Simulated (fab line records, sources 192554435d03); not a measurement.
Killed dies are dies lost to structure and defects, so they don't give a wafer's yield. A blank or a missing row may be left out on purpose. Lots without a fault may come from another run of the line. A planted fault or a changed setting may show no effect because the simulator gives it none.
fab line records | flow n5_finfet
record lots=6 wafers=17 last_day=17
route steps=1938 shown BEOL_M0@724 BEOL_M1@751 PASSIVATION@1936
lots that met no fault: from a run of the same line without faults
start_h: hours from the record's first day to the start of the lot's first wafer shown | wait_h: hours since the lot's step before | " the same as in the row above | L1.1+2: a row that stands for several wafers | - no value, or no start given | * or withheld: withheld | < > ~ a bound
route shown NAME@n: a module of which the file shows steps, and the number in the route of the first | usual: mean/standard deviation of fault-free wafers | same: alike in all rows | chamber/n: place in a boat | sites: the reading at each site | _std_site: their standard deviation | _edge_site: outer sites' mean less inner sites' | radius_mm: how far each site lies from the wafer's centre | mask NAME#n: copy n | behind: the tool/chamber that last shaped the wafer | hold: why the lot was held/for how many hours/how that ended | device: the transistor (n, p or np) that didn't switch | end of line: the same wafers' tests at the end of the route | a step without rows: its recipe alone | killed: dies lost to structure and defects at the first sort, not the wafer's yield | map: a wafer's dies, x killed, . not, _ none there
set.NAME: the setting as run; set.NAME@STEP: as run at that earlier step | model.NAME: the simulator's own value behind a step, which no gauge read
lots at some steps of the route; a table a step, a row a wafer
services: from which hour (start_h, from the record's first day; less than 0 if before it) a tool's chamber was out of use, for how many hours, and why
## steps
# step N5_BEOL_M0_HM_STRIP_129
# recipe chemistry=peroxide_tin_strip material=TiN target_depth_a=170 temp_c=50 time_s=108
# step N5_BEOL_M0_SRD_130
# recipe time_s=30 temp_c=23 rinse_liquid=diw dry=ipa_marangoni
# step N5_BEOL_M0_ETCH_109
# recipe chemistry=CH3F/O2 target_depth_a=80 overetch_a=24 target=SiCN time_s=27.4 ion_energy_ev=120 pressure_mtorr=30 source_w=395 bias_w=75 Ar_flow_sccm=150 CH3F_flow_sccm=30 O2_flow_sccm=20
# usual drypump_motor_current_A=5.7/0.41 oes_product_au=0.67/0.07 rf_vpp_V=297.6/1.7 showerhead_plenum_p_Torr=2.01/0.082 throttle_valve_pct=16.34/0.25
# same time_s=27.4
# columns lot.wafer tool chamber start_h wait_h drypump_motor_current_A oes_product_au rf_hours_counter_h rf_vpp_V showerhead_plenum_p_Torr throttle_valve_pct
L599.4 rie_diel-02 0 117.40 0.4 5.1 0.63 198 294.7 1.89 16.44
L599.5 " 0 " " 5.0 0.62 - 296.1 1.89 16.47
L599.6 " 3 " " 6.4 0.73 - 298.2 2.06 16.24
L607.2 rie_diel-02 2 166.64 0.0 5.3 0.76 19 300.6 2.14 16.33
L607.3 " 3 " " 6.4 0.72 76 298.7 2.05 16.27
L607.4 " 0 " " 5.0 0.61 216 296.7 1.88 16.51
L613.2 rie_diel-03 1 199.89 0.0 6.2 0.81 2 296.8 1.95 15.63
L613.4 " 3 " " 6.0 0.71 76 296.7 2.04 16.18
L613.6 " 2 " " 5.6 0.65 - 297.6 2.02 16.49
L615.2 rie_diel-01 3 208.06 0.4 5.8 0.57 214 297.9 2.06 16.79
L615.3 " 2 " " 5.1 0.71 56 295.6 1.93 15.99
L615.4 " 1 " " 6.1 0.63 196 297.6 1.98 16.38
L616.3 rie_diel-03 1 219.76 0.0 6.2 0.78 12 296.8 1.94 15.65
L616.4 " 1 " " 6.2 0.79 - 295.0 1.94 15.65
L619.1 rie_diel-01 3 239.95 0.0 5.7 0.57 225 299.0 2.06 16.79
L619.3 " 0 " " 5.8 0.60 200 299.9 2.07 16.45
L619.5 " 3 " " 5.8 0.57 - 298.3 2.06 16.80
# step N5_BEOL_M0_STRIP_139
# recipe chemistry=post_etch_residue_remover time_s=60 temp_c=25 remover_ph=withheld remover_water_wt_pct=withheld remover_fluoride_wt_pct=withheld
# step N5_BEOL_M0_SRD_111
# recipe time_s=30 temp_c=23 rinse_liquid=diw dry=ipa_marangoni
# step N5_BEOL_M0_DEGAS_112
# recipe ambient=vacuum temp_c=250 time_s=60
# step N5_BEOL_M0_PRE_CLEAN_113
# recipe gas=H2/He time_s=30 temp_c=250
# step N5_BEOL_M0_ALD_136
# recipe material=TaN target_thk_a=* temp_c=275 ald_precursor_family=PDMAT ald_co_reactant=NH3 pressure_torr=3 carrier_flow_sccm=1500 pulse_time_s=2 purge_time_s=3 co_reactant_purge_time_s=2 co_reactant_pulse_time_s=3 ald_cycles=30 precursor_vessel_temp_c=75 precursor_vessel_pressure_torr=26.25 precursor_vessel_carrier_sccm=1000
# step N5_BEOL_M0_SURFACE_TREAT_137
# recipe gas=Ar time_s=* ion_energy_ev=* ion_current_ma_cm2=0.5 pressure_mtorr=* ar_flow_sccm=30
# step N5_BEOL_M0_CVD_115
# recipe material=Co target_thk_a=* temp_c=withheld precursor=CCTBA/H2 pressure_torr=30 time_s=120
# step N5_BEOL_M0_SPUTTER_116
# recipe material=Cu target_thk_a=40 temp_c=-20 chamber_pressure_pa=0.07 power_w=withheld time_s=7.37
# step N5_BEOL_M0_ANNEAL_117
# recipe temp_c=400 time_s=60 ambient=vacuum
# usual heater_power_w=800/79 susceptor_temp_C=400.01/0.21
# same time_s=60
# columns lot.wafer tool chamber start_h wait_h heater_power_w susceptor_temp_C
L599.4 pvd_sputter-01 - 120.13 0.0 718 399.88
L599.5 " - " " 949 399.89
L599.6 " - " " 797 400.08
L607.2 pvd_sputter-03 - 168.79 0.0 778 400.07
L607.3 " - " " 919 399.94
L607.4 " - " " 932 399.84
L613.2 pvd_sputter-03 - 201.06 0.0 939 400.20
L613.4 " - " " 881 400.05
L613.6 " - " " 820 400.07
L615.2 pvd_sputter-03 - 210.91 0.0 807 399.96
L615.3 " - " " 915 399.81
L615.4 " - " " 887 399.95
L616.3 pvd_sputter-02 - 221.01 0.0 870 400.06
L616.4 " - " " 700 399.57
L619.1 pvd_sputter-01 - 241.35 0.0 812 400.09
L619.3 " - " " 906 399.84
L619.5 " - " " 801 399.77
# step N5_BEOL_M0_SPUTTER_132
# recipe material=Cu target_thk_a=40 temp_c=-20 chamber_pressure_pa=0.07 power_w=withheld time_s=7.37
# usual chuck_sensor_temp_C=-16.02/0.29 susceptor_temp_C=-20.01/0.1 throttle_valve_pct=30.3/1
# same time_s=7.37
# columns lot.wafer tool chamber start_h wait_h chuck_sensor_temp_C susceptor_temp_C throttle_valve_pct
L599.4 pvd_sputter-01 - 120.17 0.0 -16.36 -19.98 30.2
L599.5 " - " " -15.85 -19.99 28.3
L599.6 " - " " -16.13 -19.92 29.2
L607.2 pvd_sputter-03 - 168.83 0.0 -15.51 -19.89 29.6
L607.3 " - " " -15.65 -20.03 30.5
L607.4 " - " " -15.60 -19.91 30.5
L613.2 pvd_sputter-03 - 201.10 0.0 -15.74 -19.92 30.5
L613.4 " - " " -16.35 -20.01 30.1
L613.6 " - " " -16.41 -20.02 31.8
L615.2 pvd_sputter-03 - 210.95 0.0 -16.45 -20.09 31.7
L615.3 " - " " -15.46 -20.06 30.4
L615.4 " - " " -16.53 -19.97 30.4
L616.3 pvd_sputter-02 - 221.05 0.0 -15.84 -20.02 30.3
L616.4 " - " " -16.01 -20.00 29.7
L619.1 pvd_sputter-01 - 241.39 0.0 -16.17 -20.03 29.4
L619.3 " - " " -15.86 -20.07 28.5
L619.5 " - " " -16.26 -19.99 29.3
# step N5_BEOL_M0_ANNEAL_133
# recipe temp_c=400 time_s=60 ambient=vacuum
# step N5_BEOL_M0_SPUTTER_134
# recipe material=Cu target_thk_a=40 temp_c=-20 chamber_pressure_pa=0.07 power_w=withheld time_s=7.37
# step N5_BEOL_M0_ANNEAL_135
# recipe temp_c=400 time_s=60 ambient=vacuum
# step N5_BEOL_M0_SPUTTER_141
# recipe material=Cu target_thk_a=40 temp_c=-20 chamber_pressure_pa=0.07 power_w=withheld time_s=7.37
# step N5_BEOL_M0_ECD_118
# recipe material=Cu target_thk_a=3000
# step N5_BEOL_M0_ANNEAL_119
# recipe temp_c=225 time_s=90 ambient=N2
# usual wafer_temp_C_max=226.1/0.44
# same time_s=90
# columns lot.wafer tool chamber start_h wait_h wafer_temp_C_max
L599.4 rtp_anneal-02 0 120.90 0.3 226.4
L599.5 " 0 " " 226.6
L599.6 " 0 " " 226.5
L607.2 rtp_anneal-01 0 169.31 0.1 226.2
L607.3 " 0 " " 226.0
L607.4 " 0 " " 225.8
L613.2 rtp_anneal-02 0 202.20 0.7 226.5
L613.4 " 0 " " 226.7
L613.6 " 0 " " 226.6
L615.2 rtp_anneal-01 0 211.75 0.4 225.5
L615.3 " 0 " " 226.1
L615.4 " 0 " " 225.9
L616.3 rtp_anneal-01 0 226.95 5.5 225.5
L616.4 " 0 " " 226.1
L619.1 rtp_anneal-01 0 242.35 0.6 225.9
L619.3 " 0 " " 225.4
L619.5 " 0 " " 226.0
# step N5_BEOL_M0_CMP_120
# recipe stop_on=SiOC t_overpolish_s=6.9 down_force_psi=1 platen_rpm=50 clearing_platen_down_force_psi=1.5 clearing_platen_rpm=50 post_cmp_clean=cu_alkaline clearing_platen_pad_velocity_m_s=0.99484 pad_velocity_m_s=0.99484
# usual barrier_field_endpoint_s=3.61/0.14 clearing_platen_down_force_psi=1.500/0.0032 clearing_platen_rpm=50.004/0.027 edge_zone_pressure_frac=1.000/0.0054 motor_current_A=5.7/0.56 overpolish_run_s=6.901/0.0092 time_to_endpoint_s=61/3.9
# columns lot.wafer tool chamber start_h wait_h barrier_field_endpoint_s clearing_platen_down_force_psi clearing_platen_rpm edge_zone_pressure_frac motor_current_A overpolish_run_s time_to_endpoint_s
L599.4 cmp-03 0 121.10 0.2 3.63 1.494 50.000 0.997 6.0 6.903 65
L599.5 " 3 " " 3.42 1.502 50.035 0.999 5.3 6.906 60
L599.6 " 0 " " 3.58 1.498 49.995 1.002 6.2 6.904 64
L607.3 cmp-01 3 169.57 0.2 3.68 1.507 50.001 1.001 6.0 6.910 69
L607.2 " 0 " " 3.53 1.505 50.003 1.006 5.8 6.901 60
L607.4 " 2 " " 3.56 1.498 50.008 1.000 6.3 6.903 63
L613.4 cmp-01 2 202.50 0.2 3.59 1.502 50.017 1.001 6.3 6.907 62
L613.2 " 0 " " 3.56 1.498 50.003 0.997 5.4 6.907 60
L613.6 " 2 " " 3.70 1.502 50.013 0.998 6.2 6.881 62
L615.3 cmp-01 3 212.00 0.2 4.01 1.504 50.024 0.998 5.5 6.904 70
L615.2 " 0 " " 3.71 1.498 49.973 1.003 6.0 6.904 59
L615.4 " 1 " " 3.55 1.503 50.041 1.000 5.3 6.901 53
L616.3 cmp-03 2 227.33 0.3 3.70 1.501 50.004 0.995 5.9 6.908 58
L616.4 " 1 " " 3.61 1.500 49.985 1.004 6.4 6.900 55
L619.3 cmp-03 1 242.64 0.2 3.43 1.502 49.962 1.000 6.4 6.881 52
L619.1 " 0 " " 3.69 1.502 49.976 1.007 6.1 6.917 61
L619.5 " 2 " " 3.49 1.500 50.043 0.998 5.7 6.906 55
# step N5_BEOL_M0_PRE_CLEAN_131
# recipe gas=NH3/H2 time_s=15 temp_c=* rf_power_w=300
# step N5_BEOL_M0_CO_CAP_123
# recipe material=Co target_thk_a=20 temp_c=200 precursor=CCTBA/H2 pressure_torr=30 time_s=102.1
# step N5_BEOL_M0_PRE_CLEAN_124
# recipe gas=NH3 time_s=15 temp_c=withheld rf_power_w=300
# step N5_BEOL_M0_DEP_125
# recipe material=SiCN target_thk_a=80 temp_c=withheld precursor=3MS/NH3 pressure_torr=3 rf_w=202 time_s=14
# step N5_BEOL_M0_RS_MEAS_126
# recipe thk_meas_gauge=four-point-probe reads=Co_of_BEOL_M0_CO_CAP_123+Cu_of_BEOL_M0_ECD_118+Co_of_BEOL_M0_CVD_115+TaN_of_BEOL_M0_ALD_136
# usual M0_RS=0.537/0.021
# columns lot.wafer tool chamber start_h wait_h M0_RS[ohm/sq]
L599.4 film_metro-02 - 121.68 0.0 0.538
L599.5 " - " " 0.527
L599.6 " - " " 0.526
L607.2 film_metro-01 - 170.12 0.1 0.547
L607.3 " - " " 0.518
L607.4 " - " " 0.538
L613.2 film_metro-02 - 203.02 0.1 0.536
L613.4 " - " " 0.520
L613.6 " - " " 0.509
L615.2 film_metro-01 - 212.56 0.1 0.547
L615.3 " - " " 0.515
L615.4 " - " " 0.568
L616.3 film_metro-01 - 227.89 0.1 0.579
L616.4 " - " " 0.554
L619.1 film_metro-01 - 243.20 0.0 0.540
L619.3 " - " " 0.542
L619.5 " - " " 0.570
# step N5_BEOL_M1_ILD_DEP_00
# recipe material=SiOC target_thk_a=790 temp_c=350 precursor=DEMS/O2 pressure_torr=5 rf_w=500 time_s=15.3
# step N5_BEOL_M1_THK_MEAS_01
# recipe reads=SiOC_of_BEOL_M1_ILD_DEP_00
# usual M1_ILD_THK=78.5/1.2
# columns lot.wafer tool chamber start_h wait_h M1_ILD_THK[nm]
L599.4 film_metro-01 - 121.81 0.0 78.1
L599.5 " - " " 77.1
L599.6 " - " " 78.2
L607.2 film_metro-01 - 170.25 0.1 77.9
L607.3 " - " " 76.7
L607.4 " - " " 78.6
L613.2 film_metro-01 - 203.15 0.1 76.4
L613.4 " - " " 77.6
L613.6 " - " " 78.1
L615.2 film_metro-02 - 212.70 0.1 77.6
L615.3 " - " " 80.1
L615.4 " - " " 78.8
L616.3 film_metro-01 - 228.04 0.1 79.9
L616.4 " - " " 81.2
L619.1 film_metro-01 - 243.33 0.0 77.3
L619.3 " - " " 78.8
L619.5 " - " " 78.0
# step N5_BEOL_M1_PECVD_72
# recipe material=SiO2 target_thk_a=160 temp_c=400 precursor=TEOS/O2 pressure_torr=5.5 rf_w=450 teos_flow_sccm=53.8 gas=O2 flow_sccm=3000 time_s=18
# step N5_BEOL_M1_HM_DEP_02
# recipe material=TiN target_thk_a=200 temp_c=25 chamber_pressure_pa=0.49996
# usual susceptor_temp_C=25.01/0.1 throttle_valve_pct=30.3/0.93
# columns lot.wafer tool chamber start_h wait_h susceptor_temp_C throttle_valve_pct
L599.4 pvd_sputter-02 - 125.43 3.5 25.03 29.7
L599.5 " - " " 24.90 29.7
L599.6 " - " " 25.12 29.8
L607.2 pvd_sputter-03 - 171.83 1.5 24.86 31.8
L607.3 " - " " 25.01 30.5
L607.4 " - " " 24.95 29.6
L613.2 pvd_sputter-02 - 203.80 0.6 25.00 29.9
L613.4 " - " " 25.10 32.1
L613.6 " - " " 25.17 29.9
L615.2 pvd_sputter-03 - 216.01 3.3 24.99 30.6
L615.3 " - " " 25.08 30.2
L615.4 " - " " 25.04 31.6
L616.3 pvd_sputter-02 - 228.13 0.0 24.92 30.1
L616.4 " - " " 25.14 29.8
L619.1 pvd_sputter-01 - 244.93 1.5 25.02 29.6
L619.3 " - " " 25.07 28.5
L619.5 " - " " 24.99 28.6
# step N5_BEOL_M1_COAT_61
# recipe resist=SOC temp_c=250 time_s=60 spin_rpm=1500 resist_thk_nm=60
# step N5_BEOL_M1_COAT_62
# recipe resist=SiARC temp_c=220 time_s=60 spin_rpm=1500 resist_thk_nm=12
# step N5_BEOL_M1_COAT_73
# recipe resist=underlayer temp_c=205 time_s=60 spin_rpm=1500 resist_thk_nm=5
# step N5_BEOL_M1_COAT_05
# recipe resist=CAR-EUV spin_rpm=1500 resist_thk_nm=30
# step N5_BEOL_M1_EBR_07
# recipe solvent=PGMEA ebr_width_mm=1.5
# step N5_BEOL_M1_SOFTBAKE_06
# recipe temp_c=110 time_s=60 resist=CAR-EUV
# step N5_BEOL_M1_EXPOSE_08
# recipe mask_id=M1 na=0.33 source_shape=dipole sigma_inner=0.369 sigma_outer=0.767 polarization=unpolarized dose_mj=33
# step N5_BEOL_M1_PEB_09
# recipe peb_temp_c=100 peb_time_s=60 resist=CAR-EUV
# step N5_BEOL_M1_DEVELOP_10
# recipe develop_time_s=30 developer=TMAH resist=CAR-EUV rinse_liquid=surfactant_rinse dry=air_spin dev_temp_c=23
# step N5_BEOL_M1_CD_MEAS_11
# recipe target_cd_nm=17.05 landing_energy_ev=500 detector=se_inlens polarity=opening
# usual cd_nm=17.02/0.26
# columns lot.wafer tool chamber start_h wait_h cd_nm
L599.4 cd_sem-01 0 125.83 - 16.34
L599.5 " 0 " " 16.88
L599.6 " 0 " " 16.46
L607.2 cd_sem-02 0 172.22 - 17.02
L607.3 " 0 " " 17.26
L607.4 " 0 " " 17.22
L613.2 cd_sem-03 0 204.32 - 16.90
L613.4 " 0 " " 16.95
L613.6 " 0 " " 16.69
L615.2 cd_sem-01 0 216.41 - 16.92
L615.3 " 0 " " 16.72
L615.4 " 0 " " 16.64
L616.3 cd_sem-01 0 228.52 - 17.09
L616.4 " 0 " " 17.07
L619.1 cd_sem-01 0 245.84 - 16.70
L619.3 " 0 " " 17.24
L619.5 " 0 " " 17.19
# step N5_BEOL_M1_OVL_MEAS_12
# recipe points_per_wafer=522
# usual M1_OVL=-0.5/0.75
# columns lot.wafer tool chamber start_h wait_h M1_OVL[nm]
L599.4 overlay-01 0 125.87 0.0 -0.7
L599.5 " 0 " " -0.5
L599.6 " 0 " " -0.8
L607.2 overlay-02 0 172.26 0.0 -1.8
L607.3 " 0 " " -1.1
L607.4 " 0 " " -1.3
L613.2 overlay-01 0 204.35 0.0 -0.7
L613.4 " 0 " " -0.9
L613.6 " 0 " " -0.7
L615.2 overlay-01 0 216.45 0.0 0.1
L615.3 " 0 " " 0.9
L615.4 " 0 " " 0.1
L616.3 overlay-02 0 228.56 0.0 -0.7
L616.4 " 0 " " 0.9
L619.1 overlay-01 0 245.87 0.0 -0.6
L619.3 " 0 " " -0.4
L619.5 " 0 " " -0.4
# step N5_PASSIVATION_PROBE_49
# usual defect_limited_yield=91.5/1.5 killed_at_M0_to_M3=33/9.9 killed_at_M4_up=14/5.2 killed_at_contacts=11/5.2 killed_at_front_end=38/10 killed_at_other=4/3.5 killed_dies=100/18 killed_on_rim=13/4.1 killed_open=66/14 killed_short=32/6.9 sort_bin_4_leakage=0.00/0.027 sort_bin_5_function=5.0/1 sort_bin_6_memory=3.1/0.69 sort_bin_8_speed=0.03/0.26 sort_n_pass=1080/18 sort_yield_pct=91.5/1.5
# same gross_dies=1180 killed_at_back_side=0
# columns lot.wafer tool chamber start_h wait_h defect_limited_yield[%] killed_at_M0_to_M3 killed_at_M4_up killed_at_contacts killed_at_front_end killed_at_other killed_dies killed_on_rim killed_open killed_short sort_bin_4_leakage[%] sort_bin_5_function[%] sort_bin_6_memory[%] sort_bin_8_speed[%] sort_n_pass sort_yield_pct[%]
L599.4 prober-02 - 272.98 0.2 90.3 49 9 8 42 6 114 23 72 41 0 5.9 3.1 0 1066 90.3
L599.5 prober-02 - 273.03 0.2 90.7 34 12 16 40 8 110 11 81 26 0 5.7 3.5 0 1070 90.7
L599.6 prober-02 - 273.08 0.3 89.5 49 15 6 46 8 124 20 81 42 0 6.9 3.2 0.08 1055 89.4
L607.2 prober-02 - 327.76 0.1 91.3 34 24 4 30 11 103 14 68 29 0 5.8 2.6 0 1077 91.3
L607.3 prober-02 - 327.81 0.1 91.1 28 16 16 42 3 105 18 73 30 0 4.7 4.0 0.08 1074 91.0
L607.4 prober-02 - 327.86 0.2 92.4 31 15 13 28 3 90 16 66 23 0 5.0 2.3 3.05 1054 89.3
L613.2 prober-02 - 360.08 0.1 85.3 117 13 5 36 3 174 33 46 34 0 8.8 2.6 0 1006 85.3
L613.4 prober-02 - 360.18 0.2 91.9 22 11 11 36 15 95 9 60 34 0 5.0 2.5 0 1085 91.9
L613.6 prober-02 - 360.28 0.3 93.5 17 6 8 39 7 77 8 45 32 0 3.3 3.1 0 1103 93.5
L615.2 prober-01 - 365.27 0.1 91.9 26 4 22 42 2 96 12 66 29 0 5.3 2.7 0 1084 91.9
L615.3 prober-01 - 365.32 0.1 84.6 107 7 15 49 4 182 31 61 31 0 9.0 3.1 0 998 84.6
L615.4 prober-01 - 365.37 0.2 93.9 16 16 8 29 3 72 7 47 23 0 4.0 2.1 0 1108 93.9
L619.1 prober-01 - 404.08 0.0 90.2 47 12 8 44 5 116 9 69 45 0 5.3 4.4 0 1064 90.2
L619.3 prober-01 - 404.18 0.1 91.8 41 12 5 33 6 97 13 63 33 0 5.1 3.0 0 1083 91.8
L619.5 prober-01 - 404.28 0.2 89.3 33 24 15 46 8 126 15 89 36 0 6.1 4.1 0 1054 89.3
L616.3 prober-02 - 404.93 0.1 91.8 46 12 10 29 0 97 9 67 30 0.25 5.4 2.5 0 1080 91.5
L616.4 prober-02 - 404.98 0.2 91.4 46 10 11 32 2 101 11 66 35 0 5.3 2.7 0 1079 91.4
# killed by level:class
L599.4 BEOL_M0_SAQP:geometric_particle:open=19 FIN_SAQP:geometric_particle:open=15 BEOL_M0_SAQP:geometric_particle:short=13 FIN_SAQP:geometric_particle:short=11 MOL_CONTACT_COAG:geometric_particle:open=6 BEOL_M1:geometric_particle:open=4 STI_FIN_REVEAL:geometric_particle:open=4 BEOL_M2:geometric_particle:open=4
L599.5 FIN_SAQP:geometric_particle:open=18 MOL_CONTACT_COAG:geometric_particle:open=12 STI_FIN_REVEAL:geometric_particle:open=11 BEOL_M3:geometric_particle:open=10 BEOL_M0_SAQP:geometric_particle:short=6 BEOL_M0_SAQP:geometric_particle:open=6 BEOL_M2:geometric_particle:open=5 FIN_SAQP:geometric_particle:short=4
L599.6 BEOL_M0_SAQP:geometric_particle:short=13 BEOL_M3:geometric_particle:open=11 BEOL_M1:geometric_particle:open=9 FIN_SAQP:geometric_particle:open=8 STI_FIN_REVEAL:geometric_particle:open=8 BEOL_M0_SAQP:geometric_particle:open=8 FIN_SAQP:geometric_particle:short=7 DUMMY_GATE:geometric_particle:open=7
L607.2 BEOL_M0_SAQP:geometric_particle:open=12 BEOL_M4:geometric_particle:open=10 FIN_SAQP:geometric_particle:open=6 BEOL_M3:geometric_particle:open=6 DUMMY_GATE:geometric_particle:open=5 BEOL_M2:geometric_particle:open=5 PASSIVATION:area_etch=5 DUMMY_GATE:geometric_particle:short=4
L607.3 FIN_SAQP:geometric_particle:open=10 MOL_CONTACT_COAG:geometric_particle:open=10 BEOL_M2:geometric_particle:open=10 BEOL_M4:geometric_particle:open=10 FIN_SAQP:geometric_particle:short=9 BEOL_M0_SAQP:geometric_particle:open=7 MOL_CONTACT_COAG:geometric_particle:short=6 DUMMY_GATE:geometric_particle:open=5
L607.4 MOL_CONTACT_COAG:geometric_particle:open=12 DUMMY_GATE:geometric_particle:open=10 BEOL_M0_SAQP:geometric_particle:short=10 BEOL_M2:geometric_particle:open=8 STI_FIN_REVEAL:geometric_particle:open=6 BEOL_M4:geometric_particle:open=6 BEOL_M3:geometric_particle:open=4 GATE_CUT:geometric_particle:short=3
L613.2 BEOL_M0:unspecified=94 STI_FIN_REVEAL:geometric_particle:open=6 BEOL_M4:geometric_particle:open=6 FIN_SAQP:geometric_particle:short=5 DUMMY_GATE:geometric_particle:open=5 BEOL_M3:geometric_particle:short=5 GATE_CUT:geometric_particle:open=4 BEOL_M0_SAQP:geometric_particle:short=4
L613.4 MOL_CONTACT_COAG:geometric_particle:open=8 FIN_SAQP:geometric_particle:short=5 STI_FIN_REVEAL:geometric_particle:open=5 BEOL_M2:geometric_particle:open=5 BEOL_M4:geometric_particle:open=5 FIN_SAQP:geometric_particle:open=4 GATE_CUT:geometric_particle:short=4 BEOL_M0_SAQP:geometric_particle:short=4
L613.6 FIN_SAQP:geometric_particle:short=7 BEOL_M2:geometric_particle:open=7 GATE_CUT:geometric_particle:short=6 MOL_CONTACT_COAG:geometric_particle:open=6 STI_FIN_REVEAL:geometric_particle:open=5 STARTING-WAFER:geometric_particle:open=5 ILD0:geometric_particle:short=4 FIN_SAQP:geometric_particle:open=3
L615.2 MOL_CONTACT_COAG:geometric_particle:open=18 STI_FIN_REVEAL:geometric_particle:open=12 ILD0:geometric_particle:short=6 BEOL_M0:geometric_particle:open=6 BEOL_M1:geometric_particle:open=6 FIN_SAQP:geometric_particle:open=5 DUMMY_GATE:geometric_particle:open=4 MOL_CONTACT_COAG:geometric_particle:short=4
L615.3 BEOL_M0:unspecified=88 MOL_CONTACT_COAG:geometric_particle:open=14 STI_FIN_REVEAL:geometric_particle:open=10 FIN_SAQP:geometric_particle:short=6 GATE_CUT:geometric_particle:short=6 BEOL_M1:geometric_particle:open=5 BEOL_M3:geometric_particle:open=5 STARTING-WAFER:geometric_particle:open=5
L615.4 MOL_CONTACT_COAG:geometric_particle:open=6 DUMMY_GATE:geometric_particle:open=5 STI_FIN_REVEAL:geometric_particle:open=4 ILD0:geometric_particle:open=4 BEOL_M0_SAQP:geometric_particle:open=4 BEOL_M4:geometric_particle:short=4 BEOL_M5:geometric_particle:open=4 FIN_SAQP:geometric_particle:open=3
L619.1 FIN_SAQP:geometric_particle:open=14 BEOL_M0_SAQP:geometric_particle:open=11 BEOL_M3:geometric_particle:open=10 BEOL_M0_SAQP:geometric_particle:short=9 STI_FIN_REVEAL:geometric_particle:open=8 BEOL_M2:geometric_particle:open=8 MOL_CONTACT_COAG:geometric_particle:open=7 BEOL_M3:geometric_particle:short=7
L619.3 BEOL_M0_SAQP:geometric_particle:short=9 BEOL_M2:geometric_particle:open=9 BEOL_M0_SAQP:geometric_particle:open=8 BEOL_M3:geometric_particle:open=6 FIN_SAQP:geometric_particle:open=5 STI_FIN_REVEAL:geometric_particle:open=5 DUMMY_GATE:geometric_particle:open=5 MOL_CONTACT_COAG:geometric_particle:open=5
L619.5 FIN_SAQP:geometric_particle:open=12 MOL_CONTACT_COAG:geometric_particle:open=12 BEOL_M0_SAQP:geometric_particle:open=12 BEOL_M3:geometric_particle:open=9 BEOL_M4:geometric_particle:open=8 BEOL_M0_SAQP:geometric_particle:short=7 FIN_SAQP:geometric_particle:short=6 STI_FIN_REVEAL:geometric_particle:open=5
L616.3 BEOL_M2:geometric_particle:open=14 STI_FIN_REVEAL:geometric_particle:open=10 BEOL_M0_SAQP:geometric_particle:open=10 BEOL_M0_SAQP:geometric_particle:short=8 MOL_CONTACT_COAG:geometric_particle:open=7 FIN_SAQP:geometric_particle:open=5 FIN_SAQP:geometric_particle:short=4 BEOL_M2:geometric_particle:short=4
L616.4 STI_FIN_REVEAL:geometric_particle:open=15 BEOL_M0_SAQP:geometric_particle:short=15 BEOL_M0_SAQP:geometric_particle:open=11 MOL_CONTACT_COAG:geometric_particle:open=9 BEOL_M2:geometric_particle:open=6 STI_FIN_REVEAL:geometric_particle:short=5 BEOL_M0:geometric_particle:open=4 FIN_SAQP:geometric_particle:open=3
# map L613.2 (x killed, . not)
_________________........x.x.________________
______________..............x..._____________
___________..x....x....x........xxx__________
__________x..................xxxxxxx_________
________..x.x...x...........xx.xxxxxxx_______
_______.....................xx.xxxxxxxx______
______..x............x........xxxxxxxxxx_____
_____..x....x..............xx..xxxxxxxxxx____
____..x.......x.............x.xxxxxxxxxxxx___
___................x....x......xxxxxxxxxxxx__
___....x...............x...x.....xxxxxxxxxx__
__.........................x....xxxxxxxx.xxx_
__..........x.........x.............x...x..._
_.x...............................x.x....xx.x
_............................................
_.......x........................x...........
_..................x.......x.................
_.....................................x..x...
_.x...............................x...x......
_....................x.......................
_...........x..........x.......x...x...x.....
__...xx.......x......x....................x._
__.xx...x.......x..........x.x...x.........._
___......................................x.__
___...............x........................__
____....x.........................x.......___
_____....................................____
______......................x........x.._____
_______...............xx...............______
________..x.....x..x...x.............x_______
__________...x......................_________
___________...............x...x....__________
______________............x....._____________
_________________........x...________________
# map L615.3 (x killed, . not)
_________________x...........________________
______________........x........x_____________
___________xx......x...........xxxx__________
__________.....................xxxxx_________
________......x...........x....xxxxxxx_______
_______..x.........x.......x.x.xxxxxxxx______
______..........x.............xxxxxxxxxx_____
_____...............x........x.xxxxxxxxxx____
____..............x..xx...x.x...xxxxxxxxxx___
___..................x.x.....x..xxxxxxxxxxx__
___.........................x.x..xxxxxxxxxx__
__...xx.x.x.......................xxxx.xxx.x_
__.......................................x.x_
_......................x.x.........x..x......
_..........................x.................
_..................x.................x.....x.
_......x.......x......x........x............x
_..........x..........x...........x........x.
_........x............x......xx....x.....x...
_.......x.x..................................
_..x...............................x.........
__...........x........x..x...............x.._
__............x......xx...x.x..............x_
___..........x..........x..................__
___..............xx........x........x......__
____x.x.....x....x...x................x...___
_____...........x......x........x........____
______............x.........x...x......._____
_______.......x...x....................______
________.......................xx....._______
__________.........x.x.........x...._________
___________.....x.............x....__________
______________....xx.........x.._____________
_________________..x.........________________
## services
# columns tool chamber start_h hours kind
rie_diel-02 2 94.61 - clean
rie_diel-02 2 94.61 - consumable_replace:esc
rie_diel-02 2 94.61 - consumable_replace:focus_ring
rie_diel-02 2 94.61 - consumable_replace:showerhead
rie_diel-02 2 94.61 22.5 scheduled_down
rie_diel-02 2 94.61 22.5 vent_cycle
pvd_sputter-01 - 96.44 9.7 repair
rie_diel-01 3 110.08 4.3 repair
rie_diel-03 2 128.56 3.6 repair
cmp-03 - 134.55 0.3 repair
cmp-01 - 138.32 6.1 repair
rie_diel-02 3 139.10 12.7 repair
cmp-03 - 139.44 2.7 repair
rie_diel-01 0 143.26 26.3 repair
rie_diel-02 1 177.05 - clean
rie_diel-02 1 177.05 - consumable_replace:focus_ring
rie_diel-02 1 177.05 - consumable_replace:showerhead
cmp-03 - 182.72 0.4 repair
cmp-01 - 213.90 4.0 pm
cmp-01 - 217.90 - consumable_replace:conditioner
cmp-01 - 217.90 - consumable_replace:pad
rtp_anneal-02 - 218.50 6.7 pm
rie_diel-01 0 227.96 4.4 repair
cmp-01 - 236.25 10.6 pm
## key
first_sign step=N5_PASSIVATION_PROBE_49 reading=killed_at_M0_to_M3 direction=up sigmas=8 usual=33 struck=112
effect step=N5_PASSIVATION_PROBE_49 reading=defect_limited_yield direction=down sigmas=4.3 usual=91.5 struck=84.9
more_kills_born_at N5_BEOL_M0_SPUTTER_132@pvd_sputter-03=182
met_at N5_BEOL_M0_SPUTTER_132
struck_wafers L613.2,L615.3
onset_between 168.83 201.10
fault kind=chamber_particle_source tool=pvd_sputter-03 chamber=- onset_h=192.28 steps=N5_BEOL_M0_SPUTTER_132 rate_per_visit_cm2=2.153 end_h=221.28 scope=struck_wafers_only
